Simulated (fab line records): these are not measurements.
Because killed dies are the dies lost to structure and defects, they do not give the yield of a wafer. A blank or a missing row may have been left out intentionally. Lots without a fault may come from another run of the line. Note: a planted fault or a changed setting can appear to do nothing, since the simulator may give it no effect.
Struck lot and sound lot, side by side + flow n5-finfet + 15 steps out of a route of 1938
Sound: wafers L727.2, L727.4, L727.6. Struck: wafers L747.2, L747.4. (L747.1 of the same lot was not struck and is left out.) The cause comes at the end.
For every step that has rows: the tool of each side, followed by ch and its chambers, followed by its first start. Under that, the readings that differ: sound wafers + struck wafers + difference of the means + sigmas: that difference in standard deviations of wafers without a fault.
alike: a reading whose means differ by less than 2 such deviations, as well as words and numbers matching on both sides. not compared: withheld readings; readings where some wafer has no value; bounds like >300 that might hide an equal value; numbers whose values overlap and for which the record gives no deviation.
A row with sigmas, a row that says differs or no value, or rows on one side alone: a step with any of these is where the two part. Non-overlapping numbers with no deviation appear without sigmas and do not part them. Lack of a reading on every wafer of one side parts them only where that side has two or more wafers.

first, 2 steps without rows for these wafers: N5_BEOL_M12_TRENCH_ETCH_34 (etches SiOC in C4F8/O2/Ar, target depth 318.95 nm, time 125.5 s); N5_BEOL_M12_STRIP_70 (strips in C4F8/O2/Ar).
N5_BEOL_M12_OCD_MEAS_35:
  sound on ocd-01, day 10 16:52; struck on ocd-02, day 17 02:46
  alike: trench-depth-nm
N5_BEOL_M12_STRIP_37: strips in N2/H2.
  sound on plasma-asher-01 ch 0,1, day 10 16:55; struck on plasma-asher-02 ch 0,1, day 17 02:49
  alike: drypump-motor-current-A, heater-power-w, oes-product-au, temp-c
  not compared: rf-hours-counter-h
then, 4 steps without rows for these wafers: N5_BEOL_M12_ETCH_38 (etches SiCN in CF4/N2, target depth 68.7 nm, time 73.4 s); N5_BEOL_M12_PRECLEAN_39 (cleans in residue remover, time 60 s); N5_BEOL_M12_SRD_40 (time 30 s, dry time 30 s); N5_BEOL_M12_DEGAS_41 (time 60 s).
N5_BEOL_M12_PRE_CLEAN_42: time 30 s.
  sound on pvd-sputter-03, day 10 18:50; struck on pvd-sputter-03, day 17 04:47
  alike: heater-power-w
then, 1 step without rows for these wafers: N5_BEOL_M12_SPUTTER_43 (material TaN, target thk 15 nm, time 24.19 s).
N5_BEOL_M12_SPUTTER_44: material Ta, target thk 10 nm, time 16.13 s.
  sound on pvd-sputter-03, day 10 18:57; struck on pvd-sputter-03, day 17 04:55
  alike: throttle-valve-pct
N5_BEOL_M12_SPUTTER_45: material Cu, target thk 80 nm, time 13.33 s.
  sound on pvd-sputter-03, day 10 19:02; struck on pvd-sputter-03, day 17 04:59
  alike: throttle-valve-pct
N5_BEOL_M12_ECD_47: material Cu, target thk 720 nm.
  sound on ecd-cu-02 ch 0,1, day 10 19:08; struck on ecd-cu-01 ch 1, day 17 05:06
| reading                                 | sound             | struck      | difference | sigmas |
|-----------------------------------------|-------------------|-------------|------------|--------|
| model.Cu_of_BEOL_M12_ECD_47.thk-nm (nm) | 715.8 720.2 723.4 | 943.6 947.8 | +225.9     |        |
N5_BEOL_M12_ANNEAL_48: time 90 s.
  sound on rtp-anneal-02 ch 0, day 10 19:20; struck on rtp-anneal-02 ch 0, day 17 05:18
  alike: wafer_temp_C_max
N5_PASSIVATION_PROBE_49:
  the record has rows for the sound wafers here (prober-01, day 12 06:50) and none for the struck ones

== WHERE THEY PART ==
At N5_PASSIVATION_PROBE_49 and nowhere else, as far as this record goes.

WHY: the cause the simulator had injected
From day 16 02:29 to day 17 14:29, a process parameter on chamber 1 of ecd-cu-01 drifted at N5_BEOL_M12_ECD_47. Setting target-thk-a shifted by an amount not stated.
